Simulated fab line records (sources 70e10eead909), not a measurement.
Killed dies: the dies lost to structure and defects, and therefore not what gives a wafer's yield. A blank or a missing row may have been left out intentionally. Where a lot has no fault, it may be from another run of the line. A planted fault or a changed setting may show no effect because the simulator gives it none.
Matching of chambers	flow nand-harc	NHARC_P_GATE_STRIP_101 on rie-diel-04: 4 sister chambers
The step strips in O2, time 20 s. 4 wafers are shown with their chamber, then 7 later ones without.

== EACH WAFER AND ITS CHAMBER ==
wafer	chamber	drypump-motor-current-A (A)
L593.1	1	5.7
L593.5	2	5.8
L598.4	3	6.6
L598.5	0	4.8

== WAFERS MISSING THEIR CHAMBER ==
wafer	drypump-motor-current-A (A)
L598.6	5.7
L599.1	5.7
L599.2	6.5
L599.3	4.8
L602.3	6.6
L602.5	4.8
L602.6	6.6

== WHICH CHAMBER EACH ONE RAN IN ==
wafer	from the rows above	in truth
L598.6	1	1
L599.1	1	1
L599.2	3	3
L599.3	0	0
L602.3	3	3
L602.5	0	0
L602.6	3	3
Correctly placed: 7 of 7. From these rows, 0 cannot be placed. Wrongly placed: 0.
How it was worked out, from the rows above alone: a wafer's distance from a chamber is the root of the sum, over the readings, of the square of ((its reading less the chamber's mean) divided by the reading's scatter). The wafer belongs to the nearest chamber; if the next one is less than 2 further off, it can't be placed. For every chamber, the mean is computed from those of its wafers that are shown. The scatter (one wafer shown for each chamber): square how far every hidden wafer sits from the nearest shown wafer, average those squares and take the square root.
